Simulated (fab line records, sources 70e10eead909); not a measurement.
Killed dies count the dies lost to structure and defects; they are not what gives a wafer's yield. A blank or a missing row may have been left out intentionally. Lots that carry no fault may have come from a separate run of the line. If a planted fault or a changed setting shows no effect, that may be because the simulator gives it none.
Problem report in the 8D (eight disciplines) form, filled by code	flow nand_harc	the parts of the form that need people (team, actions taken, sign-off) are left out

1. PROBLEM STATEMENT
killed_at_periphery at NHARC_END_SORT_01 reads a mean of 632.0 on 2 wafers of 2 lots; wafers without a fault read 4.7 with a standard deviation of 2.9. That is +99 or more standard deviations from the usual mean.
First observed at day 28 20:31: wafer L318.1, on prober-02. Wafers with a number at this step in the record: 6, from 2 lots. The rule behind "out" and "out of limits": a value lying over 4 standard deviations away from the usual mean. The other wafers with a number count as sound.

2. WHAT IT IS, WHAT IT ISN'T
question	is	is not
which readings at this step	killed_at_periphery, killed_dies	killed_at_array, killed_at_other, killed_open, killed_short
which lots	L318, L319	-
which wafers of those lots	L318.1, L319.3	L318.2, L318.3, L319.4, L319.6
read on which gauges	prober-01, prober-02	-
when	from day 28 20:31	up to then (0 sound wafers); but 4 sound wafers of L318, L319 came after

3. SUSPECTS, AND WHAT RULES EACH OUT
Counting: a tool at a process step up to the reading stays a suspect if it ran every lot that is out. Sound lots after the first of them don't rule it out here, since some wafers of a struck lot are sound.
- ruled out: the gauge at NHARC_END_SORT_01. 2 gauges (prober-01, prober-02) read the wafers that are out.
- rie_diel-13 at NHARC_P_GATE_ETCH_104 (etches the open film in CF4/CHF3, target depth 60 nm): kept. It ran every lot that is out, first L318 (day 9 22:52).
- rie_diel-13 at NHARC_P_GATE_HM_OPEN_105 (chemistry O2/COS, target depth 360 nm): kept. It ran every lot that is out, first L318 (day 9 22:00). Its own readings are out on those wafers: oes_product_au.
- In rie_diel-13 at NHARC_P_GATE_HM_OPEN_105, the wafers that are out were processed in chamber 0 and their sound lot-mates in chambers 1, 2, 3.
Left after counting: rie_diel-13 at NHARC_P_GATE_ETCH_104, rie_diel-13 at NHARC_P_GATE_HM_OPEN_105.

4. THE CAUSE (what the simulator had put in)
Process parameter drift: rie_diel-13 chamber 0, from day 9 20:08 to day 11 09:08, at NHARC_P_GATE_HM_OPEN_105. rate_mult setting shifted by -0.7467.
This tool is one of the 2 suspects left after counting.

5. THE CHAIN OF EFFECTS, in route order
Rows list readings where the struck wafers' mean (over those with a number) sits beyond 3 standard deviations from the usual. Only readings whose record carries a usual standard deviation are examined. hours: median over the lots of the time between each lot's start at the first step of this table that gives one and its start at this step. sigmas: the change, counted in usual standard deviations.
hours	step	reading	usual	on struck wafers	change	sigmas
0	NHARC_P_GATE_HM_OPEN_105	oes_product_au	0.999 a.u.	0.532	-0.467	-39
462	NHARC_END_SORT_01	killed_at_periphery	4.7	632.0	+627.3	+99 or more
462	NHARC_END_SORT_01	killed_dies	58	677	+619	+36
Process steps it contains:
- NHARC_P_GATE_HM_OPEN_105: chemistry O2/COS, target depth 360 nm.

6. HOW IT WOULD HAVE BEEN CAUGHT EARLIER
Counted from the fault's start at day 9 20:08, it took 456 hours until the first out-of-limits reading at a measuring or inspecting step in this record, taken at day 28 20:31.
Tool's own readings at NHARC_P_GATE_HM_OPEN_105, oes_product_au: out on all struck wafers the step has rows for; an alarm limit on them would have tripped on the first.
By day 28 20:31, every lot that is out (2) had started NHARC_P_GATE_HM_OPEN_105 on rie_diel-13. None of them would have been spared by holding the tool at that moment.
